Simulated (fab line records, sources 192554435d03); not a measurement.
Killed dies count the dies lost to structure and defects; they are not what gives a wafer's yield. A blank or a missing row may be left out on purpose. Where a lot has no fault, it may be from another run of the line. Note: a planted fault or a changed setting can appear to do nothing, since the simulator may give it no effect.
Matching of chambers ; flow n5-finfet ; rie-diel-05 running N5_FIN_SAQP_STRIP_77: 4 sister chambers
The step strips in N2/H2, time 90 s. 4 wafers are shown with their chamber, then 12 later ones without.

== WAFERS PAIRED WITH THEIR CHAMBERS ==
wafer;chamber;drypump-motor-current-A (A)
L086.5;0;6.1
L088.6;1;5.2
L089.1;3;5.6
L089.5;2;6.4

== WAFERS MISSING THEIR CHAMBER ==
wafer;drypump-motor-current-A (A)
L090.2;5.6
L090.4;5.2
L090.6;6.1
L094.2;5.6
L094.3;5.2
L094.5;6.1
L095.1;6.1
L095.3;5.2
L095.6;6.3
L097.1;5.6
L097.3;6.4
L097.6;6.4

== THE CHAMBER EACH PASSED THROUGH ==
wafer;from the rows above;in truth
L090.2;3;3
L090.4;1;1
L090.6;0;0
L094.2;3;3
L094.3;1;1
L094.5;0;0
L095.1;0;0
L095.3;1;1
L095.6;2;2
L097.1;3;3
L097.3;2;2
L097.6;2;2
Placed correctly: 12 of 12. Can't be placed from these rows: 0. Number placed wrongly: 0.
How it was worked out, from the rows above alone: a wafer's distance from a chamber is the root of the sum, over the readings, of the square of ((its reading less the chamber's mean) divided by the reading's scatter). If the next closest chamber is less than 2 further off than the closest, the wafer can't be placed; otherwise it belongs to the closest. Each chamber's mean is taken over the wafers shown for it. The scatter: root of mean squared gap, hidden wafer to nearest shown wafer, with one shown wafer a chamber.
